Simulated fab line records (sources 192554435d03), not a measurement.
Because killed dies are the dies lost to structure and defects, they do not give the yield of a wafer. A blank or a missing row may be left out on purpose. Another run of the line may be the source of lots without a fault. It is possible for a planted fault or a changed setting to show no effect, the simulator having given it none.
fab line records | flow n5-finfet
record lots=10 wafers=30 last-day=18
route steps=1938 shown BEOL_M6@1239 BEOL_M7@1270
lots untouched by any fault: they come from a run of this same line in which no faults occurred
start-h: hours from the record's opening day to when the first of the lot's shown wafers began | wait-h: time in hours since the lot's previous step | " as in the row above | L1.1+2: a row that stands for several wafers | - no value present, or no start provided | * or withheld: withheld | < > ~ a bound
route shown NAME@n: names a module that has steps shown in the file, with the first one's number in the route | usual: the fault-free wafers' mean and standard deviation | same: alike in all rows | chamber/n: place in a boat | sites: readings site by site | _std_site: standard deviation of those values | _edge_site: inner sites' mean taken away from outer sites' mean | radius-mm: how far each site lies from the wafer's centre | mask NAME#n: copy n | behind: the most recent tool/chamber to have shaped the wafer | hold: what put the lot on hold/how long, in hours/how the hold closed | device: names the non-switching transistor (n, p or np) | end of line: the route-end tests of the same wafers | step lacking rows: just its recipe | killed: dies lost to structure and defects at the first sort, not the wafer's yield | map: the dies of a wafer, with x for killed, . for not killed, _ for no die there
set.NAME: the setting as run; set.NAME@STEP: as run at that earlier step | model.NAME: the simulator's own value behind a step, which no gauge read
one table for each step of the route and one row for each wafer, over a sample of lots
services: the hour from which a tool's chamber was out of use, counted from the record's first day as start-h (under 0 if before that day), plus the number of hours and why
## steps
# step N5_BEOL_M6_TRENCH_ETCH_37
# recipe chemistry=C4F6/O2 target-depth-a=944.35 target=SiCOH_lowk time-s=31.5 ion-energy-ev=250 pressure-mtorr=30 source-w=345 bias-w=185 Ar_flow_sccm=300 C4F6_flow_sccm=10 O2_flow_sccm=10
# usual O2_flow_sccm=10.00/0.031 drypump-motor-current-A=5.7/0.32 mfc-ar-sccm=300.2/0.95 oes-product-au=0.81/0.087 rf-vpp-V=664/11 showerhead-plenum-p-Torr=2.85/0.096 throttle-valve-pct=21.02/0.2
# columns lot.wafer tool chamber start-h wait-h O2_flow_sccm drypump-motor-current-A mfc-ar-sccm oes-product-au rf-hours-counter-h rf-vpp-V showerhead-plenum-p-Torr throttle-valve-pct
L868.1 rie-diel-01 2 - - 10.02 6.2 301.4 0.94 25 674 2.94 21.14
L868.3 " 0 " " 9.97 6.2 299.7 0.78 136 660 2.87 21.17
L868.5 " 2 " " 10.03 6.2 300.8 0.95 - 675 2.94 21.15
L869.3 rie-diel-05 0 - - 10.07 5.8 299.7 0.75 189 662 2.79 20.71
L869.4 " 1 " " 9.99 5.8 301.1 0.88 51 661 2.92 20.81
L869.6 " 2 " " 10.02 5.9 300.0 0.94 - 665 2.78 21.19
L871.1 rie-diel-01 1 - - 9.98 6.0 301.8 0.77 123 680 2.97 20.77
L871.3 " 3 " " 10.04 5.1 298.7 0.94 12 656 3.01 20.64
L871.5 " 1 " " 9.97 6.0 300.1 0.77 - 678 2.97 20.77
L873.3 rie-diel-05 2 - - 10.00 5.9 300.1 0.92 32 667 2.78 21.19
L873.4 " 0 " " 9.97 5.8 300.6 0.74 196 661 2.79 20.71
L873.6 " 0 " " 9.99 5.8 299.2 0.74 - 662 2.79 20.72
L874.1 rie-diel-01 1 - - 10.01 5.9 300.2 0.76 126 681 2.97 20.79
L874.2 " 3 " " 10.03 5.1 299.3 0.93 17 654 3.01 20.63
L874.6 " 3 " " 10.04 5.1 299.2 0.91 - 655 3.01 20.63
L881.2 rie-diel-03 0 - - 9.95 5.6 298.7 0.68 228 682 2.91 21.30
L881.4 " 3 " " 10.01 5.6 301.7 0.81 98 652 2.89 20.99
L881.6 " 1 " " 10.05 5.4 300.4 0.68 - 669 2.70 21.27
L880.1 rie-diel-03 0 - - 9.99 5.5 299.9 0.68 230 681 2.91 21.32
L880.2 " 2 " " 9.96 5.8 299.3 0.72 203 644 2.72 20.99
L880.5 " 3 " " 9.98 5.6 301.1 0.81 - 653 2.89 21.00
L886.2 rie-diel-03 0 - - 9.95 5.6 300.0 0.68 237 679 2.90 21.34
L886.5 " 2 " " 10.02 5.7 300.5 0.71 - 645 2.72 20.99
L886.6 " 3 " " 10.00 5.6 302.0 0.80 - 650 2.89 21.01
L887.3 rie-diel-01 1 - - 10.02 5.9 298.7 0.73 156 680 2.96 20.83
L887.4 " 1 " " 10.04 5.9 298.7 0.74 - 678 2.96 20.83
L887.5 " 2 " " 10.01 6.2 299.0 0.90 - 674 2.93 21.20
L890.1 rie-diel-05 3 - - 9.99 5.3 299.2 0.85 70 663 2.74 21.14
L890.2 " 1 " " 10.00 5.8 300.5 0.82 97 660 2.90 20.85
L890.3 " 2 " " 9.97 5.9 300.1 0.85 81 665 2.76 21.25
# step N5_BEOL_M6_STRIP_80
# recipe chemistry=N2/H2 time-s=10 power-w=450 temp-c=40 pressure-mtorr=20 rf-frequency-hz=6e+07 bias-power-w=7 n2-flow-sccm=200 h2-flow-sccm=200
# usual drypump-motor-current-A=5.7/0.32 oes-product-au=0.81/0.085 rf-vpp-V=59.3/0.8 showerhead-plenum-p-Torr=2.53/0.082 temp-c=40.00/0.11 throttle-valve-pct=23.7/0.35
# columns lot.wafer tool chamber start-h wait-h drypump-motor-current-A oes-product-au rf-hours-counter-h rf-vpp-V showerhead-plenum-p-Torr temp-c throttle-valve-pct
L868.1 rie-diel-01 2 - - 6.2 0.94 25 60.0 2.58 40.10 23.5
L868.3 " 0 " " 6.2 0.77 136 59.3 2.53 40.07 23.5
L868.5 " 2 " " 6.2 0.95 - 58.1 2.58 39.81 23.5
L869.3 rie-diel-05 0 - - 5.8 0.75 189 58.1 2.52 40.18 23.5
L869.4 " 1 " " 5.8 0.89 51 58.5 2.56 40.01 23.0
L869.6 " 2 " " 5.8 0.92 - 59.0 2.51 39.98 24.4
L871.1 rie-diel-01 1 - - 5.9 0.77 123 58.3 2.65 40.04 23.3
L871.3 " 3 " " 5.1 0.92 12 59.3 2.70 39.90 23.4
L871.5 " 1 " " 5.9 0.77 - 59.9 2.65 39.90 23.3
L873.3 rie-diel-05 2 - - 5.9 0.91 32 59.5 2.50 39.94 24.4
L873.4 " 0 " " 5.8 0.74 196 59.1 2.51 39.87 23.5
L873.6 " 0 " " 5.8 0.75 - 59.7 2.51 39.92 23.5
L874.1 rie-diel-01 1 - - 5.9 0.77 126 60.5 2.65 39.93 23.3
L874.2 " 3 " " 5.1 0.90 17 59.2 2.70 40.01 23.3
L874.6 " 3 " " 5.2 0.91 - 59.8 2.70 40.10 23.4
L881.2 rie-diel-03 0 - - 5.6 0.68 228 60.2 2.60 39.98 24.0
L881.4 " 3 " " 5.6 0.79 98 58.4 2.56 40.13 23.6
L881.6 " 1 " " 5.4 0.69 - 58.7 2.36 39.93 23.5
L880.1 rie-diel-03 0 - - 5.5 0.67 230 59.3 2.60 40.15 24.0
L880.2 " 2 " " 5.7 0.71 203 58.4 2.42 40.21 23.9
L880.5 " 3 " " 5.7 0.79 - 58.7 2.56 39.95 23.6
L886.2 rie-diel-03 0 - - 5.5 0.67 237 59.8 2.59 39.91 24.0
L886.5 " 2 " " 5.8 0.72 - 59.4 2.42 40.19 23.9
L886.6 " 3 " " 5.6 0.78 - 61.0 2.55 40.06 23.6
L887.3 rie-diel-01 1 - - 5.9 0.74 156 59.7 2.63 40.05 23.3
L887.4 " 1 " " 5.9 0.74 - 58.8 2.63 39.89 23.4
L887.5 " 2 " " 6.2 0.88 - 59.0 2.56 39.78 23.6
L890.1 rie-diel-05 3 - - 5.3 0.84 70 59.0 2.45 40.02 23.9
L890.2 " 1 " " 5.9 0.82 97 59.6 2.54 40.01 23.1
L890.3 " 2 " " 5.8 0.83 81 59.1 2.48 39.96 24.5
# step N5_BEOL_M6_SURFACE_TREAT_79
# recipe gas=Ar time-s=* ion-energy-ev=* ion-current-ma-cm2=0.5 pressure-mtorr=* ar-flow-sccm=30
# usual pressure-mtorr=* throttle-valve-pct=*
# columns lot.wafer tool chamber start-h wait-h pressure-mtorr throttle-valve-pct
L868.1 pvd-sputter-02 - 201.02 0.2 * *
L868.3 " - " " * *
L868.5 " - " " * *
L869.3 pvd-sputter-03 - 203.18 0.2 * *
L869.4 " - " " * *
L869.6 " - " " * *
L871.1 pvd-sputter-02 - 217.64 0.3 * *
L871.3 " - " " * *
L871.5 " - " " * *
L873.3 pvd-sputter-01 - 225.28 0.2 * *
L873.4 " - " " * *
L873.6 " - " " * *
L874.1 pvd-sputter-02 - 225.30 0.2 * *
L874.2 " - " " * *
L874.6 " - " " * *
L881.2 pvd-sputter-01 - 276.19 0.3 * *
L881.4 " - " " * *
L881.6 " - " " * *
L880.1 pvd-sputter-02 - 280.29 0.6 * *
L880.2 " - " " * *
L880.5 " - " " * *
L886.2 pvd-sputter-03 - 308.82 0.2 * *
L886.5 " - " " * *
L886.6 " - " " * *
L887.3 pvd-sputter-03 - 309.59 0.2 * *
L887.4 " - " " * *
L887.5 " - " " * *
L890.1 pvd-sputter-03 - 348.74 0.2 * *
L890.2 " - " " * *
L890.3 " - " " * *
# step N5_BEOL_M7_COAT_05
# recipe resist=CAR-ArF spin-rpm=1500 resist-thk-nm=90
# usual chill-plate-temp-C=22.99/0.11 spin-speed-rpm=1500.0/0.9
# columns lot.wafer tool chamber start-h wait-h chill-plate-temp-C spin-speed-rpm
L868.1 litho-track-03 0 203.63 - 22.90 1501.5
L868.3 " 0 " " 23.02 1501.0
L868.5 " 0 " " 22.94 1500.6
L869.3 litho-track-01 0 208.57 - 22.96 1499.7
L869.4 " 0 " " 23.05 1500.3
L869.6 " 0 " " 23.09 1499.9
L871.1 litho-track-02 0 221.17 - 22.78 1501.3
L871.3 " 0 " " 22.93 1501.0
L871.5 " 0 " " 22.97 1500.2
L873.3 litho-track-03 0 228.25 - 22.81 1501.2
L873.4 " 0 " " 23.28 1499.8
L873.6 " 0 " " 22.97 1500.0
L874.1 litho-track-01 0 228.59 - 22.95 1500.3
L874.2 " 0 " " 22.92 1497.5
L874.6 " 0 " " 23.17 1500.5
L881.2 litho-track-03 0 280.58 - 23.10 1415.9
L881.4 " 0 " " 23.07 1413.9
L881.6 " 0 " " 22.93 1416.2
L880.1 litho-track-03 0 282.83 - 22.92 1413.0
L880.2 " 0 " " 22.91 1413.5
L880.5 " 0 " " 22.94 1413.3
L886.2 litho-track-01 0 311.44 - 23.00 1499.3
L886.5 " 0 " " 23.03 1499.8
L886.6 " 0 " " 23.14 1499.2
L887.3 litho-track-02 0 313.54 - 23.11 1501.6
L887.4 " 0 " " 23.13 1499.7
L887.5 " 0 " " 23.14 1500.6
L890.1 litho-track-01 0 354.36 - 23.21 1500.2
L890.2 " 0 " " 23.11 1499.3
L890.3 " 0 " " 23.10 1498.8
## services
# columns tool chamber start-h hours kind
litho-track-03 - 179.30 - consumable-replace:filter
rie-diel-05 - 180.40 15.6 pm
rie-diel-03 - 253.52 0.4 repair
rie-diel-05 0 265.47 8.7 repair
rie-diel-03 1 276.68 - clean
rie-diel-03 1 276.68 - consumable-replace:focus-ring
rie-diel-03 1 276.68 - consumable-replace:showerhead
rie-diel-03 1 276.68 18.7 scheduled-down
rie-diel-03 1 276.68 18.7 vent-cycle
rie-diel-05 2 279.25 2.4 repair
rie-diel-05 0 287.52 1.8 repair
rie-diel-01 3 288.67 23.6 repair
pvd-sputter-02 - 288.91 7.9 repair
rie-diel-05 1 290.79 6.3 repair
rie-diel-03 0 293.22 10.1 repair
pvd-sputter-02 - 303.50 6.2 repair
rie-diel-01 0 317.16 9.8 repair
rie-diel-05 1 317.84 8.7 repair
rie-diel-03 0 336.21 4.9 repair
rie-diel-03 0 347.94 - clean
rie-diel-03 0 347.94 - consumable-replace:focus-ring
rie-diel-03 0 347.94 17.2 scheduled-down
rie-diel-03 0 347.94 17.2 vent-cycle
rie-diel-01 - 349.21 14.6 pm
## key
first-sign step=N5_BEOL_M7_COAT_05 reading=spin-speed-rpm direction=down sigmas=95 usual=* struck=*
effect none on later readings
met-at N5_BEOL_M7_COAT_05
struck-lots L880,L881
not-acting-at N5_BEOL_M6_TRENCH_ETCH_37,N5_BEOL_M6_STRIP_80,N5_BEOL_M6_SURFACE_TREAT_79
onset-between 228.25 280.58
fault kind=process-parameter-drift tool=litho-track-03 chamber=- onset-h=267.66 steps=N5_BEOL_M7_COAT_05 channel=spin-rpm offset=* shape=step end-h=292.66 acts-in=* stated=*
